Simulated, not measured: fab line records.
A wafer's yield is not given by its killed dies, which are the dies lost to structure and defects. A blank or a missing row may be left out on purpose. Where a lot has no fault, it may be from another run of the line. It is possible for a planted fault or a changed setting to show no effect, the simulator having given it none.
Struck lot and sound lot, side by side -- flow n5Finfet -- 16 steps out of a route of 1938
Sound: the wafers L355.2, L355.3, L355.6. The struck wafers were L361.3, L361.5, L361.6. The cause is given at the end.
At each step with rows: each side's tool, then ch and its chambers, then its first start. Under that, the readings that differ: sound wafers -- struck wafers -- difference of the means -- sigmas: that difference in standard deviations of wafers without a fault.
alike: a reading whose means differ by less than 2 such deviations, as well as words and numbers matching on both sides. not compared: withheld readings; readings where some wafer has no value; bounds like >300 that might hide an equal value; numbers whose values overlap and for which the record gives no deviation.
The two part at a step that has a row with sigmas, a row that says differs or no value, or rows on one side only. Numbers that have no deviation but don't overlap get no sigmas and don't part them. Lack of a reading on every wafer of one side parts them only where that side has two or more wafers.

N5_GATE_CUT_ETCH_19: etches SiNx in CH3F/O2, target depth 53.7 nm, time 76.7 s.
  sound on rieDiel-06 ch 0,1,3, day 6 15:51; struck on rieDiel-06 ch 0,1,2, day 8 04:23
  alike: CH3F_flow_sccm, O2_flow_sccm, drypumpMotorCurrentA, etchRfOnTimeS, oes_f_703_au, oesProductAu, rfVppV, showerheadPlenumPTorr, throttleValvePct
  not compared: rfHoursCounterH
then, 1 step without rows for these wafers: N5_GATE_CUT_CUT_ETCH_53 (etches W in SF6/Cl2, target depth 79.2 nm).
N5_GATE_CUT_CUT_ETCH_54: etches TiN in Cl2/BCl3, target depth 96.7 nm.
  sound on rieMetal-02 ch 0, day 6 16:01; struck on rieMetal-01 ch 0,1, day 8 04:34
reading,sound,struck,difference,sigmas
etchRfOnTimeS (s),35.4 35.6 35.4,36.7 36.7 36.6,+1.2,+3
throttleValvePct (%),22.21 22.22 22.21,22.54 22.53 22.53,+0.32,+3
  alike: drypumpMotorCurrentA, heBacksideLeakSccm, oesProductAu
  not compared: rfHoursCounterH
N5_GATE_CUT_CUT_ETCH_55: etches HfO2 in BCl3, target depth 3.2 nm.
  sound on rieMetal-02 ch 0, day 6 16:04; struck on rieMetal-01 ch 0,1, day 8 04:37
  alike: drypumpMotorCurrentA, heBacksideLeakSccm, oesProductAu, throttleValvePct
  not compared: rfHoursCounterH
N5_GATE_CUT_ETCH_47: etches SiO2 in Cl2/BCl3, target depth 10 nm.
  sound on rieMetal-02 ch 0, day 6 16:06; struck on rieMetal-01 ch 0,1, day 8 04:39
reading,sound,struck,difference,sigmas
throttleValvePct (%),22.75 22.76 22.77,23.07 23.08 23.07,+0.31,+3
  alike: drypumpMotorCurrentA, heBacksideLeakSccm, oesProductAu
  not compared: rfHoursCounterH
N5_GATE_CUT_VAPOR_ETCH_48: etches TiN in BCl3/Cl2.
  sound on rieMetal-02 ch 0, day 6 16:08; struck on rieMetal-01 ch 0,1, day 8 04:41
  alike: drypumpMotorCurrentA, heBacksideLeakSccm, oesProductAu
then, 6 steps without rows for these wafers: N5_GATE_CUT_VAPOR_ETCH_49 (etches TiAlC in BCl3/Cl2); N5_GATE_CUT_VAPOR_ETCH_51 (etches HfO2 in BCl3/Cl2); N5_GATE_CUT_STRIP_21 (strips in N2/H2, time 30 s); N5_GATE_CUT_STRIP_29 (strips in post etch residue remover, time 60 s); N5_GATE_CUT_SRD_52 (time 30 s); N5_GATE_CUT_ALD_22 (deposits SiNx, target thk 16 nm, pulse time 1 s, ald cycles 320).
N5_GATE_CUT_CMP_23: polishes, stops on SiO2, t overpolish 23.4 s, target thk 16 nm.
  sound on cmp-01 ch 0,1,2, day 6 17:55; struck on cmp-01 ch 1,2, day 8 06:41
reading,sound,struck,difference,sigmas
headPressurePsi (psi),2.502 2.500 2.505,2.611 2.616 2.619,+0.113,+21
  alike: motorCurrentA, overpolishRunS, timeToEndpointS
N5_GATE_CUT_THK_MEAS_24:
  sound on filmMetro-02, day 6 18:13; struck on filmMetro-01, day 8 06:59
  alike: GC_FILL_THK
-- record jumps: 4 days separate the struck wafers' starts on either side; left off in module GATE_CUT, taken up again in module BEOL_M4, whose first shown step is the route's number 1111 --
N5_BEOL_M4_RC_MEAS_101:
  sound on prober-01 ch 0, day 10 03:54; struck on prober-02 ch 0, day 11 22:11
  alike: DIBL_N, DIBL_P, IOFF_N, IOFF_P, ION_N, ION_P, SS_N, SS_P, VT_N, VT_P
-- record jumps: 5 days separate the struck wafers' starts on either side; left off in module BEOL_M4, taken up again in module PASSIVATION, whose first shown step is the route's number 1936 --
N5_PASSIVATION_PROBE_49:
  record: rows for the struck wafers here (prober-01, day 16 15:49), none for the sound ones

WHERE THEY PART
Earliest at N5_GATE_CUT_CUT_ETCH_54; latest, in this record, at N5_PASSIVATION_PROBE_49.

WHY: what the simulator had put in
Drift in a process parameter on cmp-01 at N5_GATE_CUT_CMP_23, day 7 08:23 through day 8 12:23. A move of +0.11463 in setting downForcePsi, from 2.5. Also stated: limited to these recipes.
